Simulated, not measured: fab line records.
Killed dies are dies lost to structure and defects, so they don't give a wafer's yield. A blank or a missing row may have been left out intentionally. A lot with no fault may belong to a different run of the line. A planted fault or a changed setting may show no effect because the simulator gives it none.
fab line records -- flow nandHarc
[record] lots = 5, wafers = 15, lastDay = 23
route steps=1159 shown THIN_TSV@1113 END@1159
lots untouched by any fault: they come from a run of this same line in which no faults occurred
startH: the number of hours between the record's first day and the start of the first shown wafer of the lot -- waitH: time in hours since the lot's previous step -- " identical to the entry in the row above -- L1.1+2: a single row standing in for several wafers -- - value missing, or start not given -- * or withheld: withheld -- < > ~ a bound
route shown NAME@n: a module of which the file shows steps, and the number in the route of the first -- usual: the fault-free wafers' mean and standard deviation -- same: alike in all rows -- chamber/n: place in a boat -- sites: per-site readings -- _std_site: the values' standard deviation -- _edge_site: mean of outer sites minus mean of inner sites -- radiusMm: for every site, how far away it sits from the centre of the wafer -- mask NAME#n: copy n -- behind: tool/chamber where the wafer was last shaped -- hold: why the lot was held/for how many hours/how that ended -- device: whichever transistor did not switch (one of n, p or np) -- end of line: at the end of the route, the tests of the same wafers -- a step without rows: its recipe alone -- killed: the dies lost at the first sort to structure and to defects; this is not the yield of the wafer -- map: shows each die of a wafer: x if killed, . if not, _ if none is there
set.NAME: the setting that was run; set.NAME@STEP: the one run at that earlier step -- model.NAME: the simulator's own value behind a step, which no gauge read
certain route steps with their lots: each step a table, each wafer a row
services: a tool's chamber out of use, with start hour (startH, from the record's first day; less than 0 if before it), hours out, and reason
[[steps]]
[step NHARC_THIN_TSV_EXPOSE_09]
[recipe] na = 0.55, doseMj = 30.7, maskId = TSV
[step NHARC_THIN_TSV_PEB_10]
[recipe] pebTempC = 118, pebTimeS = 85
[step NHARC_THIN_TSV_DEVELOP_11]
[recipe] timeS = 70
[step NHARC_THIN_TSV_CD_MEAS_12]
[recipe] targetCdNm = 1000, landingEnergyEv = 500
[usual] cdNm = 1000.5/2.7
lot.wafer,tool,chamber,startH,waitH,cdNm
L794.2,cdSem-02,0,435.75,-,1003.4
L794.3,cdSem-02,0,435.75,-,998.9
L794.4,cdSem-02,0,435.75,-,1002.0
L803.1,cdSem-02,0,475.41,-,998.0
L803.3,cdSem-02,0,475.41,-,999.7
L803.4,cdSem-02,0,475.41,-,996.1
L808.2,cdSem-02,0,493.19,-,1003.9
L808.3,cdSem-02,0,493.19,-,1006.9
L808.6,cdSem-02,0,493.19,-,1004.1
L806.1,cdSem-02,0,498.60,-,1001.6
L806.2,cdSem-02,0,498.60,-,1003.7
L806.6,cdSem-02,0,498.60,-,1001.8
L810.2,cdSem-01,0,522.45,-,998.2
L810.4,cdSem-01,0,522.45,-,998.1
L810.6,cdSem-01,0,522.45,-,997.0
[step NHARC_THIN_TSV_HARDBAKE_13]
[recipe] tempC = 125, timeS = 80
[step NHARC_THIN_TSV_DESCUM_14]
[recipe] timeS = 3, o2FlowSccm = 200, arFlowSccm = 0, biasPowerW = 0, chemistry = O2
[step NHARC_THIN_TSV_ETCH_44]
[recipe] targetDepthA = 15942, timeS = 797.1, cf4FlowSccm = 150, o2FlowSccm = 10, arFlowSccm = 0, rfW = 300, biasW = 800, chemistry = CF4/O2
[usual] drypumpMotorCurrentA = 5.5/0.37, oesProductAu = 1.000/0.014, rfVppV = 795/4, showerheadPlenumPTorr = 1.84/0.065, throttleValvePct = 16.915/0.0081
lot.wafer,tool,chamber,startH,waitH,drypumpMotorCurrentA,oesProductAu,rfHoursCounterH,rfVppV,showerheadPlenumPTorr,throttleValvePct
L794.2,rieDiel-07,2,435.99,0.1,5.3,0.988,2,797,1.87,16.918
L794.3,rieDiel-07,3,435.99,0.1,5.3,0.994,2,794,1.83,16.923
L794.4,rieDiel-07,0,435.99,0.1,5.5,0.986,2,795,1.83,16.911
L803.3,rieDiel-08,2,475.71,0.1,4.8,1.011,11,799,1.90,16.912
L803.4,rieDiel-08,3,475.71,0.1,5.1,0.993,12,789,1.73,16.909
L803.1,rieDiel-08,0,475.71,0.1,5.8,1.001,11,797,1.85,16.920
L808.3,rieDiel-08,2,493.49,0.1,4.8,1.045,0,797,1.90,16.919
L808.2,rieDiel-08,0,493.49,0.1,5.8,1.011,1,796,1.85,16.930
L808.6,rieDiel-08,1,493.49,0.1,5.4,0.989,-,796,1.88,16.915
L806.1,rieDiel-08,3,498.85,0.1,5.1,0.988,1,787,1.73,16.921
L806.2,rieDiel-08,1,498.85,0.1,5.4,0.991,1,798,1.88,16.911
L806.6,rieDiel-08,3,498.85,0.1,5.1,0.996,-,788,1.73,16.925
L810.4,rieDiel-07,2,522.69,0.1,5.3,0.992,12,796,1.87,16.911
L810.2,rieDiel-07,1,522.69,0.1,5.3,0.995,12,789,1.77,16.927
L810.6,rieDiel-07,3,522.69,0.1,5.3,0.998,-,794,1.82,16.911
[step NHARC_THIN_TSV_ETCH_15]
[recipe] targetDepthA = 30000, boschTargetOveretchCycles = 2, boschEtchStepS = 2.8, boschDepStepS = 1.2, boschCycles = 14
[usual] drypumpMotorCurrentA = 6.0/0.3
lot.wafer,tool,chamber,startH,waitH,drypumpMotorCurrentA,rfHoursCounterH
L794.4,rieSi-03,2,436.57,-,5.8,0.9
L794.2,rieSi-03,3,436.57,-,6.0,0.7
L794.3,rieSi-03,0,436.57,-,6.0,0.7
L803.4,rieSi-03,2,476.22,-,5.8,1.2
L803.1,rieSi-03,0,476.22,-,6.0,1.1
L803.3,rieSi-03,1,476.22,-,6.2,1.3
L808.3,rieSi-04,3,494.01,-,5.5,0.3
L808.2,rieSi-04,1,494.01,-,6.0,0.3
L808.6,rieSi-04,3,494.01,-,5.5,-
L806.2,rieSi-04,2,499.42,-,5.9,0.3
L806.1,rieSi-04,3,499.42,-,5.5,0.4
L806.6,rieSi-04,3,499.42,-,5.6,-
L810.2,rieSi-03,0,523.30,-,6.0,0.0
L810.4,rieSi-03,1,523.30,-,6.2,0.0
L810.6,rieSi-03,2,523.30,-,5.8,-
[step NHARC_THIN_TSV_CD_MEAS_16]
[usual] cdNm = 1000.8/2.8
lot.wafer,tool,chamber,startH,waitH,cdNm
L794.2,cdSem-01,-,436.70,0.1,1003.3
L794.3,cdSem-01,-,436.70,0.1,999.5
L794.4,cdSem-01,-,436.70,0.1,1001.5
L803.1,cdSem-01,-,476.37,0.1,998.0
L803.3,cdSem-01,-,476.37,0.1,1001.0
L803.4,cdSem-01,-,476.37,0.1,996.5
L808.2,cdSem-02,-,494.16,0.1,1005.3
L808.3,cdSem-02,-,494.16,0.1,1008.1
L808.6,cdSem-02,-,494.16,0.1,1003.8
L806.1,cdSem-02,-,499.57,0.1,1002.4
L806.2,cdSem-02,-,499.57,0.1,1003.7
L806.6,cdSem-02,-,499.57,0.1,1003.4
L810.2,cdSem-01,-,523.42,0.1,999.6
L810.4,cdSem-01,-,523.42,0.1,998.5
L810.6,cdSem-01,-,523.42,0.1,997.9
[step NHARC_THIN_TSV_STRIP_45]
[recipe] powerW = 1500, tempC = 250, chemistry = O2
[step NHARC_THIN_TSV_STRIP_46]
[recipe] timeS = 1200, tempC = 72.5, chemistry = postEtchResidueRemover
[step NHARC_THIN_TSV_DEP_47]
[recipe] targetThkA = 2000, tempC = withheld, pressureTorr = 6.5, rfW = 900, teosFlowSccm = 161.4, flowSccm = 2650, targetThkNm = 200, gas = O2, material = SiO2
[step NHARC_THIN_TSV_ETCHBACK_48]
[recipe] targetDepthA = 10285, overEtchFrac = 0.3, timeS = 405.17, ionEnergyEv = 250, c4f8FlowSccm = withheld, arFlowSccm = withheld, rfW = 600, biasW = 300, chemistry = C4F8/Ar
[usual] oesProductAu = 0.934/0.025, rfVppV = 547.1/3
lot.wafer,tool,chamber,startH,waitH,oesProductAu,rfHoursCounterH,rfVppV
L794.4,rieDiel-08,3,437.99,-,0.916,10,541.6
L794.2,rieDiel-08,0,437.99,-,0.918,9,547.2
L794.3,rieDiel-08,1,437.99,-,0.915,7,549.5
L803.4,rieDiel-08,1,477.77,-,0.912,10,548.4
L803.3,rieDiel-08,2,477.77,-,0.928,12,548.9
L803.1,rieDiel-08,0,477.77,-,0.925,12,547.3
L808.3,rieDiel-08,2,495.49,-,1.009,1,549.9
L808.2,rieDiel-08,3,495.49,-,0.957,1,543.0
L808.6,rieDiel-08,3,495.49,-,0.947,-,541.0
L806.1,rieDiel-01,0,501.18,-,1.009,0,542.9
L806.2,rieDiel-01,1,501.18,-,0.995,0,545.9
L806.6,rieDiel-01,3,501.18,-,1.023,-,550.2
L810.4,rieDiel-08,1,524.77,-,0.912,3,549.2
L810.2,rieDiel-08,3,524.77,-,0.918,3,543.6
L810.6,rieDiel-08,1,524.77,-,0.916,-,550.1
[step NHARC_THIN_TSV_STRIP_62]
[recipe] powerW = 1500, tempC = 250, timeS = 20, chemistry = N2/H2
[step NHARC_THIN_TSV_DEGAS_49]
[recipe] tempC = 300, timeS = 120
[step NHARC_THIN_TSV_PRE_CLEAN_50]
[recipe] timeS = 30, tempC = 280, gas = H2/He
[usual] heaterPowerW = 396/31
lot.wafer,tool,chamber,startH,waitH,heaterPowerW
L794.4,pvdSputter-02,-,-,-,377
L794.3,pvdSputter-02,-,-,-,383
L794.2,pvdSputter-02,-,-,-,352
L803.3,pvdSputter-01,-,-,-,442
L803.1,pvdSputter-01,-,-,-,421
L803.4,pvdSputter-01,-,-,-,340
L808.2,pvdSputter-01,-,-,-,415
L808.3,pvdSputter-01,-,-,-,419
L808.6,pvdSputter-01,-,-,-,330
L806.1,pvdSputter-01,-,-,-,417
L806.2,pvdSputter-01,-,-,-,413
L806.6,pvdSputter-01,-,-,-,417
L810.4,pvdSputter-02,-,-,-,377
L810.2,pvdSputter-02,-,-,-,384
L810.6,pvdSputter-02,-,-,-,391
[step NHARC_THIN_TSV_PVD_19]
[recipe] targetThkA = 200, chamberPressurePa = 5, material = TaN
[step NHARC_THIN_TSV_PVD_51]
[recipe] targetThkA = 1000, chamberPressurePa = 5, material = Cu
[usual] throttleValvePct = 29.7/1
lot.wafer,tool,chamber,startH,waitH,throttleValvePct
L794.3,pvdSputter-02,-,-,-,30.1
L794.2,pvdSputter-02,-,-,-,28.4
L794.4,pvdSputter-02,-,-,-,31.0
L803.4,pvdSputter-01,-,-,-,31.1
L803.1,pvdSputter-01,-,-,-,28.8
L803.3,pvdSputter-01,-,-,-,29.4
L808.2,pvdSputter-01,-,-,-,28.6
L808.3,pvdSputter-01,-,-,-,29.3
L808.6,pvdSputter-01,-,-,-,31.1
L806.1,pvdSputter-01,-,-,-,28.9
L806.2,pvdSputter-01,-,-,-,29.4
L806.6,pvdSputter-01,-,-,-,28.8
L810.4,pvdSputter-02,-,-,-,30.0
L810.2,pvdSputter-02,-,-,-,30.9
L810.6,pvdSputter-02,-,-,-,28.1
[step NHARC_THIN_TSV_ECD_20]
[recipe] targetThkA = 20000, material = Cu
[step NHARC_THIN_TSV_ANNEAL_52]
[recipe] tempC = 225, timeS = 90
[step NHARC_THIN_TSV_CMP_21]
[recipe] tOverpolishS = 30, targetThkNm = 2000
[step NHARC_THIN_TSV_SRD_23]
[step NHARC_THIN_TSV_DEGAS_53]
[recipe] tempC = 300, timeS = 60
[usual] heaterPowerW = 448/32
lot.wafer,tool,chamber,startH,waitH,heaterPowerW
L794.2,pvdSputter-03,-,440.65,0.1,409
L794.4,pvdSputter-03,-,440.65,0.1,491
L794.3,pvdSputter-03,-,440.65,0.1,465
L803.4,pvdSputter-01,-,480.29,0.1,385
L803.3,pvdSputter-01,-,480.29,0.1,507
L803.1,pvdSputter-01,-,480.29,0.1,466
L808.3,pvdSputter-02,-,498.10,0.1,468
L808.2,pvdSputter-02,-,498.10,0.1,427
L808.6,pvdSputter-02,-,498.10,0.1,434
L806.2,pvdSputter-03,-,503.89,0.1,492
L806.1,pvdSputter-03,-,503.89,0.1,424
L806.6,pvdSputter-03,-,503.89,0.1,498
L810.2,pvdSputter-02,-,527.31,0.1,435
L810.4,pvdSputter-02,-,527.31,0.1,407
L810.6,pvdSputter-02,-,527.31,0.1,435
[step NHARC_THIN_TSV_PRE_CLEAN_54]
[recipe] timeS = 30, tempC = 280, gas = H2/He
[step NHARC_THIN_TSV_PVD_55]
[recipe] targetThkA = 500, material = TiN
[step NHARC_THIN_TSV_PVD_24]
[recipe] targetThkA = 8000, powerW = withheld, chamberPressurePa = withheld, substrateTempC = withheld, timeS = withheld, gas = Ar, material = Al
[step NHARC_THIN_TSV_DEHYDRATE_25]
[recipe] tempC = 150, timeS = 120
[step NHARC_THIN_TSV_HMDS_26]
[recipe] timeS = 30
[step NHARC_THIN_TSV_COAT_27]
[recipe] spinRpm = *
[step NHARC_THIN_TSV_SOFTBAKE_28]
[recipe] tempC = 122, timeS = 95
[step NHARC_THIN_TSV_EBR_29]
[step NHARC_THIN_TSV_EXPOSE_30]
[recipe] na = 0.55, doseMj = 11.47, maskId = PAD
[step NHARC_THIN_TSV_PEB_31]
[recipe] pebTempC = 118, pebTimeS = 85
[step NHARC_THIN_TSV_DEVELOP_32]
[recipe] timeS = 70
[step NHARC_THIN_TSV_CD_MEAS_33]
[recipe] targetCdNm = 5000, landingEnergyEv = 500
[usual] cdNm = 5001.4/2.3
lot.wafer,tool,chamber,startH,waitH,cdNm
L794.2,cdSem-01,0,441.80,-,4998.2
L794.3,cdSem-01,0,441.80,-,5003.4
L794.4,cdSem-01,0,441.80,-,4998.9
L803.1,cdSem-03,0,481.43,-,4998.8
L803.3,cdSem-03,0,481.43,-,5002.0
L803.4,cdSem-03,0,481.43,-,5003.1
L808.2,cdSem-01,0,499.11,-,4999.6
L808.3,cdSem-01,0,499.11,-,5005.8
L808.6,cdSem-01,0,499.11,-,5001.3
L806.1,cdSem-01,0,504.92,-,4998.9
L806.2,cdSem-01,0,504.92,-,4999.6
L806.6,cdSem-01,0,504.92,-,5002.4
L810.2,cdSem-02,0,528.61,-,5000.3
L810.4,cdSem-02,0,528.61,-,5002.0
L810.6,cdSem-02,0,528.61,-,5003.9
[step NHARC_THIN_TSV_HARDBAKE_34]
[recipe] tempC = 125, timeS = 80
[step NHARC_THIN_TSV_DESCUM_35]
[recipe] timeS = 3, o2FlowSccm = 200, arFlowSccm = 0, biasPowerW = 0, chemistry = O2
[step NHARC_THIN_TSV_ETCH_59]
[recipe] targetDepthA = 8800, icpW = 900, biasW = 100, Cl2_flow_sccm = 60, bcl3FlowSccm = 30, timeS = 138.1, chemistry = Cl2/BCl3
[step NHARC_THIN_TSV_ETCH_36]
[recipe] targetDepthA = 650, overEtchFrac = 0.3, timeS = 18.571, ionEnergyEv = 150, chemistry = Cl2/BCl3
[step NHARC_THIN_TSV_STRIP_56]
[recipe] powerW = 1500, tempC = 250, chemistry = O2
[step NHARC_THIN_TSV_STRIP_57]
[recipe] timeS = 1200, tempC = 72.5, chemistry = postEtchResidueRemover
[step NHARC_END_SORT_01]
[recipe] tempC = 25
[usual] defectLimitedYield = 96.0/1.3, killedAtArray = 24/8.4, killedAtOther = 0.7/1.1, killedAtPeriphery = 2.9/1.7, killedDies = 27/8.6, killedOpen = 3.3/1.8, killedShort = 1.8/1.4, sort_bin_2_pct = 1.3/0.56, sort_bin_3_pct = 0.19/0.18, sort_bin_4_pct = 2.6/0.84, sortNPass = 650/8.6, sortRimYieldPct = 96.1/2.3, sortYieldPct = 96.0/1.3
[same] grossDies = 677, sort_bin_5_pct[%] = 0, sort_bin_6_pct[%] = 0, sort_bin_7_pct[%] = 0, sort_bin_8_pct[%] = 0, sortRimNGross = 106.00
lot.wafer,tool,chamber,startH,waitH,defectLimitedYield[%],killedAtArray,killedAtOther,killedAtPeriphery,killedDies,killedOpen,killedShort,sort_bin_2_pct[%],sort_bin_3_pct[%],sort_bin_4_pct[%],sortNPass,sortRimYieldPct[%],sortYieldPct[%]
L810.2,prober-02,0,539.14,2.8,88.9,26,44,5,75,6,3,4.1,2.22,4.7,602,83.0,88.9
// killed by level:class
L810.2 THIN_TSV:unspecified=44 A_SLIT:chamberFilmFlake=7 A_CHANNEL_HOLE_D1:chamberFilmFlake=5 P_ZERO_WELL:chamberFilmFlake=3 A_STAIRCASE:chamberFilmFlake=3 A_ONON_D1:geometricParticle:open=2 A_WL_FILL:geometricParticle:short=2 A_CONTACT:geometricParticle:open=2
// map L810.2 (x killed, . not)
____________.____________
_________......x_________
_______..........x_______
______...........xx______
_____...........x..._____
____...x...........x.____
____.x............x..____
___...................___
___...................___
__.....................__
__...............x.....__
_......................._
_......................._
_..............x.x......_
_...............x......._
_..................x...._
..x...x...........x......
.................x.......
.........................
.............x...........
...........x.............
_......................x_
_.......x..............._
_......................._
_......................._
_.x............x........_
__.....xx...x....x.....__
__.......x......xxx....__
___............xxxxxx.___
___...........xxxxxxxx___
____..........x.xxxxx____
____.........xxxxxxxx____
_____.........xxxxxx_____
______.........xxxx______
_______......xxxxx_______
_________......._________
____________.____________
// map L794.4 (x killed, . not)
____________.____________
_________......._________
_______..........._______
______.......x.....______
_____x.............._____
____.................____
____........x........____
___...................___
___...................___
__.....................__
__.....................__
_..................x...._
_.x....................._
_......................._
_......................._
_.................x....._
.x...x...................
.........................
.........................
......x..................
..x......................
_......................._
_....................x.._
_..............x........_
_......................._
_.......x.......x.x....._
__..........x..xx..x...__
__.................x...__
___...................___
___.....x.............___
____...........x.....____
____............x....____
_____..............._____
______.............______
_______..........._______
_________......._________
____________.____________
[[services]]
tool,chamber,startH,hours,kind
rieDiel-08,0,433.55,-,clean
rieDiel-08,1,433.55,-,clean
rieDiel-08,2,433.55,-,clean
rieDiel-08,3,433.55,-,clean
rieDiel-08,2,450.55,1.4,repair
rieSi-04,-,453.00,9.0,pm
pvdSputter-03,-,458.05,10.0,pm
rieDiel-08,0,458.05,-,clean
rieDiel-08,1,458.05,-,clean
rieDiel-08,2,458.05,-,clean
rieDiel-08,3,458.05,-,clean
pvdSputter-03,-,472.53,13.3,repair
rieDiel-08,-,478.80,9.0,pm
rieDiel-08,0,478.80,9.0,ventCycle
rieDiel-08,1,478.80,9.0,ventCycle
rieDiel-08,2,478.80,9.0,ventCycle
rieDiel-07,3,482.81,18.6,repair
pvdSputter-02,-,483.82,3.7,repair
rieSi-04,2,488.26,4.6,repair
rieDiel-01,-,491.87,9.0,pm
pvdSputter-03,-,508.08,69.7,repair
rieSi-03,-,509.00,9.0,pm
pvdSputter-02,-,510.73,4.9,repair
pvdSputter-01,-,514.06,10.0,pm
[[key]]
[firstSign] step = NHARC_END_SORT_01, reading = killedAtOther, direction = up, sigmas = 38, usual = 0.7, struck = 44
[effect] step = NHARC_END_SORT_01, reading = killedDies, direction = up, sigmas = 5.6, usual = 27, struck = 75
[moreKillsBornAt] NHARC_THIN_TSV_ETCHBACK_48@rieDiel-08 = 44
metAt NHARC_THIN_TSV_ETCHBACK_48
struckWafers L810.2
onsetBetween 495.49 524.77
[fault] kind = chamberParticleSource, tool = rieDiel-08, chamber = 3, onsetH = 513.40, steps = NHARC_THIN_TSV_ETCHBACK_48, ratePerVisitCm2 = 0.38195, endH = 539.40
